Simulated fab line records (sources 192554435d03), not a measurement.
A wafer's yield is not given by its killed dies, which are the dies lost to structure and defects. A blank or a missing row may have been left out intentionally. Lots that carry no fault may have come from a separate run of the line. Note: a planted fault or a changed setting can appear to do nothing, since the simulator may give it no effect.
fab line records    flow n5_finfet    part 2 of 2: steps 5 to 6 of 6
record lots=22  wafers=66  last_day=17
route steps=1938 shown GATE_CUT@493 MOL_CONTACT_COAG@538
lots that met no fault: taken from a fault-free run of the same line
start_h: hours from the record's first day to the start of the lot's first wafer shown    wait_h: time in hours since the lot's previous step    " unchanged from the row above    L1.1+2: a single row standing in for several wafers    - no value, or no start was given    * or withheld: withheld    < > ~ a bound
route shown NAME@n: a module of which the file shows steps, and the number in the route of the first    usual: mean/standard deviation taken from wafers without a fault    same: alike in all rows    chamber/n: place in a boat    sites: per-site readings    _std_site: how widely they spread, as a standard deviation    _edge_site: the outer-site mean with the inner-site mean subtracted    radius_mm: how far each site lies from the wafer's centre    mask NAME#n: copy n    behind: the most recent tool/chamber to have shaped the wafer    hold: cause of the lot's hold/its duration in hours/its outcome    device: the n, p or np transistor that did not switch    end of line: the route-end tests of the same wafers    for a step that has no rows: nothing shown but its recipe    killed: dies that structure and defects cost at the first sort, which is not the same as the wafer's yield    map: dies across one wafer; x = killed, . = not, _ = none there
set.NAME: the run value of the setting; set.NAME@STEP: its run value at that earlier step    model.NAME: the simulator's own value behind a step, which no gauge read
a sample of lots followed through the steps of the route, with each step as a table and each wafer as a row
services: a tool's chamber out of use, with start hour (start_h, from the record's first day; less than 0 if before it), hours out, and reason
## steps
# step N5_MOL_CONTACT_COAG_SPUTTER_130
# recipe material=Co  target_thk_a=475  temp_c=25  chamber_pressure_pa=0.5  power_w=3000
# usual throttle_valve_pct=29.8/1.1
lot.wafer  tool            chamber  start_h  wait_h  throttle_valve_pct
L074.1     pvd_sputter-02  -        93.47    0.0     30.2
L074.3     "               -        "        "       30.1
L074.6     "               -        "        "       29.3
L075.1     pvd_sputter-01  -        108.29   0.0     30.4
L075.4     "               -        "        "       31.7
L075.5     "               -        "        "       31.5
L076.4     pvd_sputter-01  -        108.65   0.0     30.6
L076.5     "               -        "        "       28.2
L076.6     "               -        "        "       30.1
L077.2     pvd_sputter-02  -        112.91   0.0     30.6
L077.3     "               -        "        "       29.3
L077.6     "               -        "        "       30.2
L078.1     pvd_sputter-02  -        122.65   0.0     30.1
L078.5     "               -        "        "       29.6
L078.6     "               -        "        "       30.7
L079.1     pvd_sputter-01  -        125.49   0.0     28.0
L079.4     "               -        "        "       30.4
L079.5     "               -        "        "       30.3
L081.2     pvd_sputter-02  -        135.03   0.0     30.3
L081.3     "               -        "        "       30.5
L081.6     "               -        "        "       30.1
L080.3     pvd_sputter-02  -        143.18   0.0     30.6
L080.4     "               -        "        "       30.2
L080.5     "               -        "        "       30.0
L082.3     pvd_sputter-03  -        147.32   0.0     27.4
L082.5     "               -        "        "       29.3
L082.6     "               -        "        "       28.9
L083.2     pvd_sputter-03  -        154.53   0.0     27.4
L083.3     "               -        "        "       30.1
L083.5     "               -        "        "       27.6
L084.2     pvd_sputter-03  -        159.55   0.0     28.8
L084.3     "               -        "        "       30.2
L084.5     "               -        "        "       29.0
L085.1     pvd_sputter-01  -        163.17   0.0     28.0
L085.4     "               -        "        "       30.4
L085.5     "               -        "        "       31.6
L087.1     pvd_sputter-01  -        173.57   0.0     30.6
L087.5     "               -        "        "       30.5
L087.6     "               -        "        "       31.9
L088.4     pvd_sputter-01  -        176.69   0.0     30.6
L088.5     "               -        "        "       30.1
L088.6     "               -        "        "       28.3
L089.1     pvd_sputter-03  -        185.17   0.0     29.3
L089.3     "               -        "        "       30.3
L089.5     "               -        "        "       27.8
L090.4     pvd_sputter-03  -        191.62   0.0     29.8
L090.5     "               -        "        "       27.6
L090.6     "               -        "        "       30.0
L091.2     pvd_sputter-03  -        201.10   0.0     29.2
L091.4     "               -        "        "       27.4
L091.6     "               -        "        "       30.3
L093.2     pvd_sputter-01  -        209.81   0.0     28.1
L093.4     "               -        "        "       30.4
L093.5     "               -        "        "       28.2
L094.1     pvd_sputter-02  -        213.33   0.0     30.5
L094.4     "               -        "        "       29.9
L094.5     "               -        "        "       30.0
L095.2     pvd_sputter-03  -        219.72   0.0     29.0
L095.5     "               -        "        "       30.3
L095.6     "               -        "        "       29.2
L096.2     pvd_sputter-01  -        229.49   0.0     28.1
L096.4     "               -        "        "       30.0
L096.5     "               -        "        "       30.7
L097.3     pvd_sputter-02  -        235.41   0.0     30.4
L097.4     "               -        "        "       29.4
L097.5     "               -        "        "       29.3
# step N5_MOL_CONTACT_COAG_ETCH_91
# recipe chemistry=N2/H2  target=SOC  target_depth_a=600  overetch_a=210  mask_material=SiARC  temp_c=40  time_s=101.2  ion_energy_ev=200  pressure_mtorr=30  source_w=840  bias_w=150  n2_flow_sccm=200  h2_flow_sccm=200
# usual drypump_motor_current_A=5.6/0.42  oes_product_au=0.65/0.063  rf_vpp_V=523.3/2.2  showerhead_plenum_p_Torr=2.52/0.08  throttle_valve_pct=17.86/0.24
lot.wafer  tool         chamber  start_h  wait_h  drypump_motor_current_A  oes_product_au  rf_hours_counter_h  rf_vpp_V  showerhead_plenum_p_Torr  throttle_valve_pct
L074.1     rie_diel-02  1        100.30   0.0     5.6                      0.62            173                 520.3     2.42                      17.55
L074.3     "            0        "        "       5.9                      0.61            204                 526.3     2.63                      17.66
L074.6     "            2        "        "       4.8                      0.64            -                   525.7     2.66                      17.79
L075.1     rie_diel-02  3        113.95   0.0     5.2                      0.75            26                  523.0     2.51                      18.07
L075.4     "            1        "        "       5.7                      0.61            178                 521.6     2.42                      17.56
L075.5     "            0        "        "       5.9                      0.61            -                   525.8     2.62                      17.66
L076.4     rie_diel-06  1        114.99   0.0     6.2                      0.80            12                  521.7     2.50                      17.91
L076.5     "            2        "        "       5.5                      0.63            -                   523.9     2.57                      18.28
L076.6     "            3        "        "       5.5                      0.74            -                   523.3     2.48                      17.65
L077.2     rie_diel-04  3        117.26   0.0     5.5                      0.66            100                 520.9     2.42                      17.41
L077.3     "            2        "        "       6.0                      0.60            187                 524.3     2.51                      17.64
L077.6     "            0        "        "       6.1                      0.61            -                   526.6     2.64                      17.86
L078.1     rie_diel-02  3        128.31   0.0     5.2                      0.74            32                  523.3     2.51                      18.06
L078.5     "            3        "        "       5.2                      0.74            -                   523.1     2.51                      18.08
L078.6     "            0        "        "       5.9                      0.61            -                   526.8     2.62                      17.67
L079.1     rie_diel-04  2        129.95   0.0     6.0                      0.61            191                 524.5     2.51                      17.66
L079.4     "            1        "        "       5.1                      0.64            134                 522.1     2.46                      18.35
L079.5     "            0        "        "       6.1                      0.62            -                   526.7     2.64                      17.88
L081.2     rie_diel-02  2        139.50   0.0     4.8                      0.65            165                 525.7     2.65                      17.81
L081.3     "            0        "        "       5.9                      0.61            218                 525.8     2.62                      17.68
L081.6     "            0        "        "       5.9                      0.60            -                   525.3     2.62                      17.67
L080.3     rie_diel-04  1        147.48   0.0     5.1                      0.64            139                 520.1     2.46                      18.36
L080.4     "            0        "        "       6.1                      0.61            200                 526.0     2.64                      17.89
L080.5     "            2        "        "       6.0                      0.60            -                   523.0     2.50                      17.66
L082.3     rie_diel-02  1        151.81   0.0     5.7                      0.61            190                 520.0     2.41                      17.59
L082.5     "            1        "        "       5.7                      0.60            -                   521.6     2.41                      17.57
L082.6     "            2        "        "       4.8                      0.63            -                   527.7     2.65                      17.83
L083.2     rie_diel-06  1        158.96   0.0     6.2                      0.77            30                  523.0     2.49                      17.93
L083.3     "            3        "        "       5.5                      0.72            55                  521.7     2.47                      17.69
L083.5     "            3        "        "       5.5                      0.72            -                   522.1     2.47                      17.71
L084.2     rie_diel-02  1        164.29   0.0     5.7                      0.60            194                 520.8     2.41                      17.60
L084.3     "            2        "        "       4.8                      0.63            173                 526.3     2.65                      17.82
L084.5     "            3        "        "       5.2                      0.71            -                   522.3     2.51                      18.07
L085.1     rie_diel-06  3        167.50   0.0     5.5                      0.73            58                  522.3     2.47                      17.71
L085.4     "            3        "        "       5.5                      0.72            -                   523.8     2.47                      17.71
L085.5     "            0        "        "       5.7                      0.56            -                   523.1     2.52                      18.03
L087.1     rie_diel-06  3        178.88   0.0     5.5                      0.72            63                  521.8     2.47                      17.71
L087.5     "            3        "        "       5.5                      0.72            -                   521.5     2.47                      17.73
L087.6     "            1        "        "       6.2                      0.75            -                   521.3     2.48                      17.96
L088.4     rie_diel-06  1        181.54   0.0     6.2                      0.75            -                   522.5     2.48                      17.97
L088.5     "            2        "        "       5.5                      0.63            -                   524.1     2.56                      18.30
L088.6     "            3        "        "       5.5                      0.72            -                   523.2     2.47                      17.72
L089.1     rie_diel-02  3        189.98   0.0     5.2                      0.72            51                  522.0     2.50                      18.10
L089.3     "            0        "        "       5.9                      0.60            234                 524.9     2.61                      17.71
L089.5     "            0        "        "       5.9                      0.60            -                   524.5     2.61                      17.69
L090.4     rie_diel-06  1        195.83   0.0     6.2                      0.74            46                  521.4     2.48                      17.97
L090.5     "            1        "        "       6.2                      0.74            -                   521.2     2.48                      17.96
L090.6     "            2        "        "       5.5                      0.64            -                   523.6     2.56                      18.31
L091.2     rie_diel-02  1        205.79   0.0     5.7                      0.59            208                 520.4     2.41                      17.63
L091.4     "            2        "        "       4.8                      0.62            187                 527.5     2.64                      17.86
L091.6     "            1        "        "       5.6                      0.60            -                   521.4     2.41                      17.61
L093.2     rie_diel-02  0        214.22   0.0     5.9                      0.59            240                 524.7     2.61                      17.71
L093.4     "            2        "        "       4.8                      0.62            190                 525.4     2.64                      17.84
L093.5     "            2        "        "       4.8                      0.62            -                   526.3     2.64                      17.86
L094.1     rie_diel-02  1        218.19   0.0     5.7                      0.59            212                 521.2     2.40                      17.62
L094.4     "            2        "        "       4.8                      0.62            192                 526.0     2.64                      17.85
L094.5     "            0        "        "       5.9                      0.59            -                   526.1     2.61                      17.71
L095.2     rie_diel-02  2        224.25   0.0     4.8                      0.62            195                 528.5     2.64                      17.86
L095.5     "            2        "        "       4.8                      0.62            -                   525.2     2.64                      17.86
L095.6     "            3        "        "       5.2                      0.70            -                   521.5     2.50                      18.13
L096.2     rie_diel-04  0        234.80   0.0     6.1                      0.59            232                 526.4     2.62                      17.93
L096.4     "            1        "        "       5.1                      0.62            172                 520.3     2.44                      18.42
L096.5     "            2        "        "       6.0                      0.58            -                   524.4     2.49                      17.70
L097.3     rie_diel-06  3        240.33   0.0     5.5                      0.69            86                  521.5     2.46                      17.75
L097.4     "            2        "        "       5.5                      0.62            198                 523.8     2.55                      18.34
L097.5     "            1        "        "       6.2                      0.73            -                   523.2     2.47                      18.01
## services
tool            chamber  start_h  hours  kind
rie_diel-04     3        69.58    3.5    repair
rie_diel-02     1        71.49    3.0    repair
cmp-02          -        72.33    2.2    repair
cmp-02          -        82.17    0.3    repair
cmp-03          -        93.83    3.2    repair
pvd_sputter-01  -        98.79    7.4    repair
rie_diel-03     3        101.94   3.8    repair
cmp-01          -        107.28   1.0    repair
pvd_sputter-01  -        108.92   5.7    repair
cmp-01          -        123.52   5.5    pm
rie_diel-01     2        125.19   5.3    repair
cmp-02          -        127.19   4.0    pm
rie_diel-03     3        130.46   6.6    repair
rie_metal-01    0        136.66   11.7   repair
cmp-01          -        145.63   2.8    repair
rie_diel-06     2        148.52   29.0   repair
cmp-01          -        150.54   10.2   pm
pvd_sputter-01  -        166.67   1.7    repair
rie_diel-02     3        166.84   4.9    repair
rie_diel-02     -        177.25   2.8    pm
cmp-02          -        179.60   1.8    repair
rie_diel-02     0        197.42   3.8    repair
cmp-03          -        221.66   4.0    pm
cmp-02          -        223.84   3.7    repair
